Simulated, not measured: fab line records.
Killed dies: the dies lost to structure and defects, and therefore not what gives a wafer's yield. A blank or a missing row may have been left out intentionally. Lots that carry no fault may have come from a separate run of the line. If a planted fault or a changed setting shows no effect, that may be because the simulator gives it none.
Matching of chambers ; flow n5 finfet ; 4 sister chambers for N5_BEOL_M8_DESCUM_16 on rie diel-04
The step chemistry O2, time 7.9 s. 14 wafers are shown with their chamber, then 7 later ones without.

EACH WAFER AND ITS CHAMBER
wafer;chamber;showerhead plenum p Torr (Torr);throttle valve pct (%);drypump motor current A (A)
L074.1;0;2.03;20.83;5.1
L074.4;1;2.04;20.29;5.9
L074.6;2;2.10;20.12;6.1
L076.3;2;2.10;20.08;6.1
L076.4;0;2.03;20.84;5.2
L076.6;0;2.03;20.84;5.1
L080.1;3;2.13;20.24;6.4
L080.5;2;2.09;20.13;6.1
L080.6;1;2.04;20.32;5.8
L083.2;1;2.04;20.33;5.8
L083.4;3;2.13;20.24;6.4
L083.5;3;2.13;20.24;6.4
L085.1;2;2.09;20.12;6.1
L085.4;0;2.03;20.86;5.1

SIGNATURES, as means of the wafers listed above
reading;chamber 0;chamber 1;chamber 2;chamber 3;scatter within a chamber
showerhead plenum p Torr;2.0300;2.0400;2.0950;2.1300;0.00316
throttle valve pct;20.8425;20.3133;20.1125;20.2400;0.0168
drypump motor current A;5.125;5.833;6.100;6.400;0.0376
Rule: for a wafer and a chamber, the distance is found by dividing, reading by reading, the gap between the wafer's reading and the chamber's mean by the reading's scatter, squaring, summing and taking the root. The wafer belongs to the nearest chamber; if the next one is less than 2 further off, it can't be placed. The scatter: take each reading less its chamber's mean, square it, sum over the shown wafers, divide by the number of wafers less the number of chambers, and take the root.

WAFERS WHOSE CHAMBER IS MISSING
wafer;showerhead plenum p Torr (Torr);throttle valve pct (%);drypump motor current A (A)
L085.6;2.03;20.86;5.2
L081.1;2.09;20.13;6.1
L081.2;2.13;20.25;6.4
L081.3;2.04;20.33;5.8
L095.1;2.12;20.29;6.4
L095.2;2.08;20.20;6.1
L095.3;2.02;20.37;5.9

WHICH CHAMBER EACH ONE RAN IN
wafer;from the rows above;in truth
L085.6;0;0
L081.1;2;2
L081.2;3;3
L081.3;1;1
L095.1;3;3
L095.2;2;2
L095.3;1;1
Placed correctly: 7 of 7. Left unplaced by these rows: 0. Placed wrongly: 0.
